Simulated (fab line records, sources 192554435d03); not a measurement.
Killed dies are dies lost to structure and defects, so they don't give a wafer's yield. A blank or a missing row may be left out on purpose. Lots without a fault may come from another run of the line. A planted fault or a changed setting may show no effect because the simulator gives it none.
fab line records | flow n5_finfet | part 2 of 2: steps 18 to 24 of 24
record lots=5 wafers=15 last_day=17
route steps=1938 shown HKMG_FIN@450 GATE_CUT@465
lots that met no fault: from a run of the same line without faults
start_h: hours from the record's first day to the start of the lot's first wafer shown | wait_h: hours since the lot's step before | " the same as in the row above | L1.1+2: a row that stands for several wafers | - no value, or no start given | * or withheld: withheld | < > ~ a bound
route shown NAME@n: a module of which the file shows steps, and the number in the route of the first | usual: mean/standard deviation of fault-free wafers | same: alike in all rows | chamber/n: place in a boat | sites: the reading at each site | _std_site: their standard deviation | _edge_site: outer sites' mean less inner sites' | radius_mm: how far each site lies from the wafer's centre | mask NAME#n: copy n | behind: the tool/chamber that last shaped the wafer | hold: why the lot was held/for how many hours/how that ended | device: the transistor (n, p or np) that didn't switch | end of line: the same wafers' tests at the end of the route | a step without rows: its recipe alone | killed: dies lost to structure and defects at the first sort, not the wafer's yield | map: a wafer's dies, x killed, . not, _ none there
set.NAME: the setting as run; set.NAME@STEP: as run at that earlier step | model.NAME: the simulator's own value behind a step, which no gauge read
lots at some steps of the route; a table a step, a row a wafer
services: from which hour (start_h, from the record's first day; less than 0 if before it) a tool's chamber was out of use, for how many hours, and why
## steps
# step N5_GATE_CUT_VAPOR_ETCH_60
# recipe chemistry=BCl3/Cl2 target=HfO2 mode=isotropic
# usual drypump_motor_current_A=5.6/0.34 he_backside_leak_sccm=3.4/0.39 oes_product_au=0.83/0.12
# columns lot.wafer tool chamber start_h wait_h drypump_motor_current_A he_backside_leak_sccm oes_product_au
L081.1 rie_metal-03 0 124.60 0.0 5.6 3.5 0.84
L081.2 " 1 " " 5.7 3.3 0.94
L081.4 " 0 " " 5.6 3.5 0.84
L082.3 rie_metal-03 0 129.88 0.0 5.7 3.9 0.84
L082.4 " 1 " " 5.7 3.3 0.95
L082.6 " 1 " " 5.7 3.2 0.95
L091.3 rie_metal-01 0 181.25 0.0 5.1 3.1 0.85
L091.4 " 1 " " 5.5 3.4 0.92
L091.5 " 0 " " 5.1 3.2 0.85
L096.3 rie_metal-01 1 213.51 0.0 5.5 3.4 0.90
L096.4 " 0 " " 5.1 3.1 0.83
L096.6 " 0 " " 5.2 2.9 0.83
L097.3 rie_metal-01 0 217.53 0.0 5.1 2.9 0.84
L097.4 " 1 " " 5.5 3.5 0.88
L097.6 " 1 " " 5.5 3.4 0.89
# step N5_GATE_CUT_ETCH_58
# recipe chemistry=CH3F/O2 target=SiNx target_depth_a=170 time_s=128.6 ion_energy_ev=50 pressure_mtorr=30 source_w=415 bias_w=21 Ar_flow_sccm=150 CH3F_flow_sccm=30 O2_flow_sccm=20
# usual drypump_motor_current_A=5.4/0.52 oes_product_au=0.79/0.11 rf_fwd_power_W=413.2/1.3 rf_vpp_V=99.3/0.96 showerhead_plenum_p_Torr=2.02/0.072 throttle_valve_pct=16.29/0.19
# columns lot.wafer tool chamber start_h wait_h drypump_motor_current_A oes_product_au rf_fwd_power_W rf_hours_counter_h rf_vpp_V showerhead_plenum_p_Torr throttle_valve_pct
L081.1 rie_diel-02 3 124.79 0.2 5.0 0.90 412.5 24 99.0 1.96 16.26
L081.2 " 0 " " 6.5 0.69 412.1 231 99.1 2.05 16.21
L081.4 " 2 " " 5.1 0.72 411.3 187 98.7 2.00 16.24
L082.3 rie_diel-04 1 129.92 0.0 5.1 0.69 413.7 234 99.8 2.05 16.31
L082.4 " 2 " " 4.7 0.96 415.5 - 101.3 2.15 16.12
L082.6 " 1 " " 5.1 0.69 413.9 - 100.3 2.05 16.33
L091.3 rie_diel-02 1 181.29 0.0 5.6 0.75 412.5 159 101.4 2.09 16.50
L091.4 " 2 " " 5.1 0.70 412.5 206 99.9 1.99 16.26
L091.5 " 0 " " 6.5 0.68 413.7 - 100.0 2.05 16.24
L096.3 rie_diel-02 3 213.55 0.0 4.9 0.85 414.8 52 99.1 1.95 16.32
L096.4 " 1 " " 5.6 0.73 414.2 170 99.2 2.08 16.52
L096.6 " 3 " " 4.9 0.85 412.2 - 99.4 1.95 16.33
L097.3 rie_diel-02 1 217.57 0.0 5.6 0.73 413.1 171 100.2 2.08 16.52
L097.4 " 2 " " 5.1 0.70 409.1 217 100.5 1.99 16.30
L097.6 " 1 " " 5.6 0.73 414.8 - 99.6 2.08 16.53
# step N5_GATE_CUT_STRIP_59
# recipe chemistry=N2/H2 time_s=20 power_w=100 temp_c=40 pressure_mtorr=100 rf_frequency_hz=6e+07 bias_power_w=3 n2_flow_sccm=300 h2_flow_sccm=300
# usual drypump_motor_current_A=5.4/0.52 oes_product_au=0.79/0.1 rf_vpp_V=45.4/0.84 showerhead_plenum_p_Torr=3.40/0.11 throttle_valve_pct=12.19/0.22
# columns lot.wafer tool chamber start_h wait_h drypump_motor_current_A oes_product_au rf_hours_counter_h rf_vpp_V showerhead_plenum_p_Torr throttle_valve_pct
L081.1 rie_diel-02 3 124.89 0.1 5.0 0.91 24 46.3 3.31 12.17
L081.2 " 0 " " 6.5 0.70 231 45.1 3.47 12.28
L081.4 " 2 " " 5.1 0.73 187 45.5 3.38 12.18
L082.3 rie_diel-04 1 130.03 0.1 5.1 0.70 234 44.1 3.47 12.35
L082.4 " 2 " " 4.7 0.96 - 45.6 3.61 11.88
L082.6 " 1 " " 5.1 0.70 - 45.2 3.47 12.35
L091.3 rie_diel-02 1 181.39 0.1 5.7 0.75 159 45.1 3.48 12.22
L091.4 " 2 " " 5.1 0.71 206 45.9 3.37 12.23
L091.5 " 0 " " 6.5 0.68 - 47.3 3.46 12.31
L096.3 rie_diel-02 3 213.65 0.1 5.0 0.87 53 44.3 3.30 12.24
L096.4 " 1 " " 5.6 0.74 170 45.2 3.47 12.24
L096.6 " 3 " " 4.9 0.86 - 45.8 3.30 12.25
L097.3 rie_diel-02 1 217.67 0.1 5.5 0.73 171 44.3 3.47 12.25
L097.4 " 2 " " 5.1 0.71 217 46.0 3.36 12.27
L097.6 " 1 " " 5.6 0.73 - 45.5 3.47 12.25
# step N5_GATE_CUT_PRECLEAN_31
# recipe temp_c=23 chemistry=DIW time_s=300
# columns lot.wafer tool chamber start_h wait_h
L081.1+2+4 wet_bench-03 4,0,3 124.97 0.1
L082.3+4+6 wet_bench-03 4,5,2 130.11 0.1
L091.3+4+5 wet_bench-02 4,0,5 181.48 0.1
L096.3+4+6 wet_bench-03 7,1,4 213.73 0.1
L097.3+4+6 wet_bench-04 6,3,5 217.75 0.1
# step N5_GATE_CUT_SRD_32
# recipe time_s=30 temp_c=23 rinse_liquid=diw dry=ipa_marangoni
# columns lot.wafer tool chamber start_h wait_h
L081.1+2+4 wet_bench-03 4,0,3 125.14 0.0
L082.3+4+6 wet_bench-03 4,5,2 130.19 0.0
L091.3+4+5 wet_bench-02 4,0,5 181.56 0.0
L096.3+4+6 wet_bench-03 7,1,4 213.82 0.0
L097.3+4+6 wet_bench-04 6,3,5 217.84 0.0
# step N5_GATE_CUT_SAC_CAP_01
# recipe material=SiNx target_thk_a=240 temp_c=400 ald_precursor_family=SiH2I2 ald_co_reactant=N2/H2-plasma pulse_time_s=1 ald_cycles=480 purge_time_s=2 co_reactant_purge_time_s=2 pressure_torr=2
# usual heater_power_w=806/76 precursor_pulse_height_rel=1.002/0.021
# columns lot.wafer tool chamber start_h wait_h heater_power_w precursor_pulse_height_rel
L081.1 ald_sin-01 1 125.21 0.0 789 0.992
L081.2 " 3 " " 882 1.005
L081.4 " 2 " " 862 1.008
L082.3 ald_sin-01 0 130.24 0.0 802 0.979
L082.4 " 1 " " 774 1.022
L082.6 " 2 131.33 1.1 863 0.989
L091.3 ald_sin-01 0 182.71 1.1 813 0.998
L091.4 " 2 183.80 2.2 849 1.015
L091.5 " 0 " " 830 0.996
L096.3 ald_sin-03 0 213.86 0.0 777 1.013
L096.4 " 3 " " 882 1.002
L096.6 " 3 214.95 1.1 852 0.974
L097.3 ald_sin-01 1 217.91 0.1 805 1.004
L097.4 " 3 " " 885 1.016
L097.6 " 2 219.00 1.1 851 1.030
# step N5_GATE_CUT_PECVD_57
# recipe material=SiNx target_thk_a=210 temp_c=400 precursor=SiH4/NH3/N2 pressure_torr=1.5 rf_w=300
# usual heater_power_w=764/72 rf_fwd_power_W=296.9/1.2 showerhead_plenum_p_Torr=5.15/0.064 throttle_valve_pct=39.9/2.8
# columns lot.wafer tool chamber start_h wait_h heater_power_w rf_fwd_power_W showerhead_plenum_p_Torr throttle_valve_pct
L081.1 pecvd-03 0 127.41 1.1 762 295.9 5.13 40.9
L081.2 " 1 " " 787 295.2 5.25 41.5
L081.4 " 0 " " 790 295.7 5.12 41.0
L082.3 pecvd-02 2 132.43 1.1 731 296.7 5.17 38.5
L082.4 " 1 " " 696 298.0 5.13 40.6
L082.6 " 0 " " 778 296.8 5.16 42.9
L091.3 pecvd-04 0 184.92 1.1 768 297.5 5.07 39.3
L091.4 " 0 " " 654 297.2 5.07 39.6
L091.5 " 1 " " 805 296.3 5.11 43.9
L096.3 pecvd-02 0 216.08 1.1 860 296.4 5.16 43.0
L096.4 " 1 " " 830 297.6 5.13 40.4
L096.6 " 0 " " 867 296.6 5.14 42.9
L097.3 pecvd-04 2 220.11 1.1 753 296.8 5.26 35.2
L097.4 " 0 " " 678 296.7 5.06 39.6
L097.6 " 1 " " 854 296.7 5.13 43.5
## services
# columns tool chamber start_h hours kind
rie_metal-01 - 99.38 1.0 repair
cmp-04 - 103.78 12.7 repair
rie_metal-02 - 111.94 2.8 pm
cmp-02 - 116.60 4.0 pm
cvd_w-01 - 118.93 0.5 repair
wet_bench-05 - 121.17 1.9 pm
pecvd-04 - 127.86 5.5 pm
cmp-03 - 129.85 0.5 repair
rie_metal-02 1 136.39 1.8 repair
cmp-02 - 136.64 2.2 repair
rie_metal-03 1 145.12 1.7 repair
cmp-04 - 146.70 6.9 pm
rie_metal-01 - 148.56 1.0 repair
ald_metal-03 0 149.94 1.9 repair
cmp-03 - 152.41 4.0 pm
cvd_w-01 1 155.84 5.0 repair
pecvd-04 - 164.08 1.0 repair
ald_sin-01 1 173.81 11.8 repair
plasma_asher-02 - 195.77 10.0 pm
cmp-03 - 203.49 4.3 repair
rie_metal-02 1 206.40 14.0 repair
cmp-04 - 206.70 4.0 pm
cmp-04 - 217.95 6.5 repair
rie_metal-02 0 219.95 4.2 repair
